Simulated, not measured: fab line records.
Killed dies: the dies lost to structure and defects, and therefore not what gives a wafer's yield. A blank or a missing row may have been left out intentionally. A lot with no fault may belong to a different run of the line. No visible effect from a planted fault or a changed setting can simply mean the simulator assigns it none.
Which of the tools did it?	flow nand harc	38 wafers from 13 lots sampled at 5 of the route's 1159 steps

## WHAT THE GAUGES SHOWED, per wafer
NHARC_HYBRID_BOND_INSPECT_06: inspects for defects (ir void). Usual: raw defect count 32, standard deviation 15.
lot	measured	on	raw defect count	flag
L998	day 18 21:40	defect inspect-02	33 44 36	
L995	day 18 21:45	defect inspect-02	15 8 5	
L999	day 19 18:55	defect inspect-02	43 45 29	
L100	day 20 08:11	defect inspect-01	29 28 27	
L102	day 21 02:28	defect inspect-02	27 33 19	
L103	day 21 02:30	defect inspect-02	44 41 45	
L108	day 22 10:01	defect inspect-01	37 37 36	
L111	day 23 08:59	defect inspect-02	17	
L115	day 23 08:59	defect inspect-01	48 30 33	
L112	day 23 18:55	defect inspect-01	59 56 55	
L114	day 23 18:56	defect inspect-01	69 56 60	
L117	day 24 02:38	defect inspect-02	29 16 23	
L116	day 24 02:38	defect inspect-01	46 52 40	

NHARC_END_SORT_01. Usual: defect limited yield 95.7 %, standard deviation 1.5; killed at array 25, standard deviation 9.8; killed at other 0.8, standard deviation 1.1; killed at periphery 3.3, standard deviation 2.1; killed dies 29, standard deviation 10; killed open 3.3, standard deviation 1.8; killed short 1.9, standard deviation 1.4; sort_bin_2_pct 1.3 %, standard deviation 0.6; sort_bin_3_pct 0.25 %, standard deviation 0.23; sort_bin_4_pct 2.8 %, standard deviation 0.97; sort n pass 648, standard deviation 10; sort rim yield pct 95 %, standard deviation 3.2; sort yield pct 95.7 %, standard deviation 1.5.
lot	measured	on	defect limited yield (%)	killed at array	killed at other	killed at periphery	killed dies	killed open	killed short	sort_bin_2_pct (%)	sort_bin_3_pct (%)	sort_bin_4_pct (%)	sort n pass	sort rim yield pct (%)	sort yield pct (%)	flag
L999	day 20 19:42	prober-01	93.5 94.2	40 32	2 1	2 6	44 39	3 5	2 2	1.8 1.9	0.89 0.30	3.8 3.5	633 638	88 92	93.5 94.2	
L100	day 21 08:11	prober-02	96.6 95.9 95.4	22 23 24	0 2 1	1 3 6	23 28 31	1 1 6	2 2 2	1.2 1.5 2.2	0.44 0.44 0	1.8 2.2 2.4	654 649 646	90 94 95	96.6 95.9 95.4	
L102	day 21 22:07	prober-01	96.6 95.3 96.5	19 26 19	0 0 0	4 6 5	23 32 24	1 4 2	0 1 2	1.6 1.0 0.6	0.15 0.30 0.15	1.6 3.4 2.8	654 645 653	99 94 96	96.6 95.3 96.5	
L111	day 24 12:32	prober-01	96.5 0	17 676	2 1	5 0	24 677	5 2	1 2	0.3 97.5	0.44 0	2.8 2.5	653 0	97 0	96.5 0	OFF

## EACH LOT AND THE TOOL THAT RAN IT (in order: tool; ch and the chambers of the sampled wafers; start)
lot	NHARC_A_BONDPAD_ECD_18	NHARC_THIN_TSV_DESCUM_14	NHARC_THIN_TSV_STRIP_45
L998	ecd cu-01 ch 0,1, day 18 10:44	rie diel-08 ch 0,1, day 19 01:46	plasma asher-01 ch 0,1, day 19 02:42
L995	ecd cu-02 ch 0,1, day 18 11:25	rie diel-10 ch 1,2, day 19 05:26	plasma asher-02 ch 0,1, day 19 06:25
L999	ecd cu-01 ch 0,1, day 19 07:48	rie diel-10 ch 0,2,3, day 19 21:44	plasma asher-02 ch 0,1, day 19 22:41
L100	ecd cu-02 ch 0,1, day 19 20:24	rie diel-10 ch 0,1,3, day 20 10:56	plasma asher-02 ch 0,1, day 20 11:49
L102	ecd cu-01 ch 0,1, day 20 15:04	rie diel-10 ch 0,1, day 21 05:14	plasma asher-02 ch 0,1, day 21 06:06
L103	ecd cu-02 ch 0,1, day 20 18:07	rie diel-08 ch 0,1,3, day 21 07:54	plasma asher-01 ch 1, day 21 08:49
L108	ecd cu-02 ch 0,1, day 21 20:56	rie diel-02 ch 1,2, day 22 12:44	plasma asher-01 ch 0,1, day 22 13:44
L111	ecd cu-02 ch 0, day 22 19:28	rie diel-10 ch 0, day 23 11:43	plasma asher-01 ch 1, day 23 12:50
L115	ecd cu-01 ch 0,1, day 22 21:10	rie diel-08 ch 1,3, day 23 12:59	plasma asher-01 ch 0,1, day 23 14:47
L112	ecd cu-01 ch 0, day 23 07:48	rie diel-02 ch 2,3, day 23 21:39	plasma asher-01 ch 0, day 23 22:41
L114	ecd cu-01 ch 0, day 23 10:18	rie diel-08 ch 1,2,3, day 24 00:10	plasma asher-01 ch 0,1, day 24 01:01
L117	ecd cu-01 ch 0,1, day 23 15:31	rie diel-08 ch 0,1,2, day 24 05:29	plasma asher-02 ch 0,1, day 24 06:22
L116	ecd cu-01 ch 0,1, day 23 15:54	rie diel-02 ch 1,3, day 24 06:43	plasma asher-01 ch 0,1, day 24 07:38
- NHARC_A_BONDPAD_ECD_18: material Cu, target thk 400 nm.
- NHARC_THIN_TSV_DESCUM_14: chemistry O2, time 3 s.
- NHARC_THIN_TSV_STRIP_45: strips in O2.

## WHAT THE TOOLS THEMSELVES READ (means of the sampled wafers that have a number; where no wafer has one, the mark that the record gives instead)
NHARC_THIN_TSV_DESCUM_14. Usual: drypump motor current A 5.6 A, standard deviation 0.41; oes product au 1.001 a.u., standard deviation 0.0077; rf vpp V 57.7 V, standard deviation 0.81; showerhead plenum p Torr 1.89 Torr, standard deviation 0.071; throttle valve pct 11.311 %, standard deviation 0.0093.
lot	tool	drypump motor current A (A)	oes product au (a.u.)	rf vpp V (V)	showerhead plenum p Torr (Torr)	throttle valve pct (%)	flag
L998	rie diel-08	5.4	0.998	57.3	1.85	11.309	
L995	rie diel-10	5.9	1.004	57.2	1.88	11.310	
L999	rie diel-10	5.4	1.010	56.7	1.97	11.306	
L100	rie diel-10	5.2	1.001	58.4	1.92	11.314	
L102	rie diel-10	5.2	1.002	57.6	1.95	11.307	
L103	rie diel-08	5.5	0.997	57.5	1.89	11.317	
L108	rie diel-02	5.5	1.004	57.6	1.80	11.304	
L111	rie diel-10	5.0	0.986	57.7	2.00	11.296	
L115	rie diel-08	5.5	0.997	57.7	1.88	11.297	
L112	rie diel-02	5.5	1.005	58.0	1.80	11.306	
L114	rie diel-08	5.6	0.995	56.6	1.88	11.306	
L117	rie diel-08	5.6	0.997	58.8	1.89	11.314	
L116	rie diel-02	5.9	1.007	57.1	1.86	11.302	

NHARC_THIN_TSV_STRIP_45. Usual: drypump motor current A 6.0 A, standard deviation 0.31; heater power w 319 W, standard deviation 17.
lot	tool	drypump motor current A (A)	heater power w (W)	flag
L998	plasma asher-01	5.8	309	
L995	plasma asher-02	6.4	302	
L999	plasma asher-02	6.2	299	
L100	plasma asher-02	6.2	307	
L102	plasma asher-02	6.4	298	
L103	plasma asher-01	5.8	319	
L108	plasma asher-01	5.8	336	
L111	plasma asher-01	5.8	331	
L115	plasma asher-01	5.8	333	
L112	plasma asher-01	5.8	345	
L114	plasma asher-01	5.8	331	
L117	plasma asher-02	6.4	306	
L116	plasma asher-01	5.8	322	

## THE ANSWER, worked out from the rows above alone
Rule: a lot counts as off when the mean over its wafers that have a number is more than 3 standard deviations away from the usual mean. Also off: a lot with no number at a reading for which 4 or more lots have one. All remaining lots with rows at the step are treated as sound. The gauges are gone through in route order, then the tools' own readings, and for those a lot's mean is taken as printed above. At the first step where some lot is off, the reading lying furthest off is the one used; lots without a number count as furthest.
Off at NHARC_END_SORT_01 (sort_bin_2_pct): L111. Neither off nor sound, because the step has no rows for them: L998, L995, L103, L108, L115, L112, L114, L117, L116.
If a tool, at a process step before that reading, ran all the lots that are off and no sound lot after the first of them, it fits. Those tools and the gauges at NHARC_END_SORT_01 are tried in the same way. Can't be told from this: 4 tools fit, ecd cu-02 at NHARC_A_BONDPAD_ECD_18, rie diel-10 at NHARC_THIN_TSV_DESCUM_14, plasma asher-01 at NHARC_THIN_TSV_STRIP_45, prober-01 at NHARC_END_SORT_01.

## WHAT THE SIMULATOR HAD PUT IN
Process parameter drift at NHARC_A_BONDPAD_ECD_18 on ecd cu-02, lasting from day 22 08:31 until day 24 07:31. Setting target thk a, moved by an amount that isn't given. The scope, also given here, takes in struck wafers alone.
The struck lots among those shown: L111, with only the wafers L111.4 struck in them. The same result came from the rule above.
